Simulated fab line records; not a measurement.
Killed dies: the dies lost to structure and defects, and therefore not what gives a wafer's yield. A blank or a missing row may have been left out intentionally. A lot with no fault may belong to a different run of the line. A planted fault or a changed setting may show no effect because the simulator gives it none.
Chamber matching || flow n5_finfet || N5_BEOL_M3_ALD_84 on ald_metal-02 has 4 sister chambers
The step deposits TaN, pulse time 2 s, purge time 3 s, co reactant purge time 2 s. 4 wafers are shown with their chamber, then 12 later ones without.

## WAFERS WITH THEIR CHAMBER
{"wafer": "L087.5", "chamber": 0, "heater_power_w (W)": 427}
{"wafer": "L091.1", "chamber": 1, "heater_power_w (W)": 401}
{"wafer": "L091.3", "chamber": 2, "heater_power_w (W)": 462}
{"wafer": "L091.6", "chamber": 3, "heater_power_w (W)": 476}

## WAFERS WITHOUT THEIR CHAMBER
{"wafer": "L093.3", "heater_power_w (W)": 419}
{"wafer": "L093.5", "heater_power_w (W)": 477}
{"wafer": "L093.6", "heater_power_w (W)": 477}
{"wafer": "L095.1", "heater_power_w (W)": 420}
{"wafer": "L095.2", "heater_power_w (W)": 406}
{"wafer": "L095.3", "heater_power_w (W)": 464}
{"wafer": "L095.4", "heater_power_w (W)": 469}
{"wafer": "L095.5", "heater_power_w (W)": 414}
{"wafer": "L095.6", "heater_power_w (W)": 487}
{"wafer": "L097.1", "heater_power_w (W)": 419}
{"wafer": "L097.2", "heater_power_w (W)": 405}
{"wafer": "L097.6", "heater_power_w (W)": 464}

## WHICH CHAMBER EACH WENT THROUGH
{"wafer": "L093.3", "from the rows above": "can't be placed: 0 or 1", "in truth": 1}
{"wafer": "L093.5", "from the rows above": 3, "in truth": 3}
{"wafer": "L093.6", "from the rows above": 3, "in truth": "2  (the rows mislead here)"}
{"wafer": "L095.1", "from the rows above": "can't be placed: 0 or 1", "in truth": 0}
{"wafer": "L095.2", "from the rows above": 1, "in truth": 1}
{"wafer": "L095.3", "from the rows above": "can't be placed: 2 or 3", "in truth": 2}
{"wafer": "L095.4", "from the rows above": "can't be placed: 2 or 3", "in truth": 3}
{"wafer": "L095.5", "from the rows above": "can't be placed: 0 or 1", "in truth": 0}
{"wafer": "L095.6", "from the rows above": 3, "in truth": 3}
{"wafer": "L097.1", "from the rows above": "can't be placed: 0 or 1", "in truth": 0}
{"wafer": "L097.2", "from the rows above": 1, "in truth": 1}
{"wafer": "L097.6", "from the rows above": "can't be placed: 2 or 3", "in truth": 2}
4 of 12 placed correctly. Can't be placed from these rows: 7 (the true chamber is among the candidates in 7). Wrongly placed: 1.
How it was worked out, from the rows above alone: a wafer's distance from a chamber is the root of the sum, over the readings, of the square of ((its reading less the chamber's mean) divided by the reading's scatter). If the next closest chamber is less than 2 further off than the closest, the wafer can't be placed; otherwise it belongs to the closest. The mean given for a chamber averages the wafers shown for that chamber. The scatter (one wafer shown for each chamber): square how far every hidden wafer sits from the nearest shown wafer, average those squares and take the square root.
